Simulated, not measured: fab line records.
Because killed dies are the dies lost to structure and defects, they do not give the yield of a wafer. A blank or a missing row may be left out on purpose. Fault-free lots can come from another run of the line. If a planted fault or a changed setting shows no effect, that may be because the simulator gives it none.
Comparing a struck lot with a sound one -- flow nand harc -- 19 out of 1159 route steps
Sound: the wafers L584.1, L584.3, L584.4. Struck: wafers L589.2, L589.3. (L589.6 of the same lot was not struck and is left out.) The cause comes at the end.
Per side, at each step with rows, come the tool, then ch with its chambers, and then its first start. Under that, the readings that differ: sound wafers -- struck wafers -- difference of the means -- sigmas: that difference in standard deviations of wafers without a fault.
alike: readings with means less than 2 such deviations apart, plus words and numbers identical on both sides. not compared: withheld readings, readings lacking a value on some wafer, bounds such as >300 that could conceal the same value, and numbers that have no deviation in the record and whose values overlap.
A row with sigmas, a row that says differs or no value, or rows on one side alone: a step with any of these is where the two part. Numbers that don't overlap but have no deviation are shown without sigmas and don't part them. Lack of a reading on every wafer of one side parts them only where that side has two or more wafers.

first, 1 step without rows for these wafers: NHARC_A_CONTACT_SRD_22.
NHARC_A_CONTACT_INSPECT_23:
  sound on defect inspect-01, day 19 13:49; struck on defect inspect-02, day 20 13:07
  alike: raw defect count
then, 9 steps without rows for these wafers: NHARC_A_BLC_DEHYDRATE_00 (time 120 s); NHARC_A_BLC_HMDS_01 (time 30 s); NHARC_A_BLC_COAT_02 (time 75 s); NHARC_A_BLC_COAT_03 (time 65 s); NHARC_A_BLC_COAT_04 (resist thk 90 nm); NHARC_A_BLC_SOFTBAKE_05 (time 55 s); NHARC_A_BLC_EBR_06; NHARC_A_BLC_EXPOSE_07 (exposes mask A BLC, target cd 100 nm); NHARC_A_BLC_PEB_08 (peb time 65 s).
NHARC_A_BLC_DEVELOP_09: develop time 35 s.
  sound on litho track-04 ch 0, day 19 14:00; struck on litho track-04 ch 0, day 20 13:00
  alike: developer temp C
NHARC_A_BLC_CD_MEAS_10: target cd 100 nm.
  sound on cd sem-02 ch 0, day 19 14:19; struck on cd sem-03 ch 0, day 20 13:29
reading,sound,struck,difference,sigmas
cd nm (nm),100.8 101.0 100.3,99.2 98.4,-1.9,-3
NHARC_A_BLC_OVL_MEAS_11:
  sound on overlay-01, day 19 14:24; struck on overlay-02, day 20 13:35
  alike: overlay x nm, overlay y nm
NHARC_A_BLC_INSPECT_12:
  sound on defect inspect-01, day 19 14:26; struck on defect inspect-02, day 20 13:37
  alike: raw defect count
NHARC_A_BLC_DESCUM_15: chemistry O2, time 3 s.
  sound on rie diel-03 ch 1,2,3, day 19 14:30; struck on rie diel-03 ch 1,2, day 20 13:40
reading,sound,struck,difference,sigmas
rf hours counter h (h),16 15 14,26 23,+10,
model.A_BLC.cd nm (nm),101 102.5 100.3,98.8 98.52,-2.6,
  alike: drypump motor current A, oes product au, rf vpp V, showerhead plenum p Torr, throttle valve pct
NHARC_A_BLC_ETCH_16: etches the open film in CF4, target depth 39 nm, time 65 s.
  sound on rie diel-03 ch 0,1,2, day 19 14:35; struck on rie diel-03 ch 1,3, day 20 13:46
reading,sound,struck,difference,sigmas
rf hours counter h (h),15 16 16,26 24,+9,
model.A_BLC.cd nm (nm),101.1 102.1 99.89,98.33 98.45,-2.64,
  alike: drypump motor current A, oes product au, rf fwd power W, rf vpp V, showerhead plenum p Torr, throttle valve pct
NHARC_A_BLC_ETCH_17: etches the open film in N2/H2, target depth 390 nm, time 609.38 s.
  sound on rie diel-03 ch 0,2,3; struck on rie diel-03 ch 0,3
reading,sound,struck,difference,sigmas
rf hours counter h (h),15 14 16,26 25,+10,
  alike: drypump motor current A, oes product au, rf fwd power W, rf vpp V, showerhead plenum p Torr, throttle valve pct
after that, 1 step had no rows for these wafers: NHARC_END_SORT_01.

## WHERE THEY PART
Within this record, at NHARC_A_BLC_CD_MEAS_10 only. Later steps at which nothing parts them and some readings are alike: NHARC_A_BLC_OVL_MEAS_11, NHARC_A_BLC_INSPECT_12, NHARC_A_BLC_DESCUM_15, NHARC_A_BLC_ETCH_16, NHARC_A_BLC_ETCH_17.

WHY: the cause the simulator had injected
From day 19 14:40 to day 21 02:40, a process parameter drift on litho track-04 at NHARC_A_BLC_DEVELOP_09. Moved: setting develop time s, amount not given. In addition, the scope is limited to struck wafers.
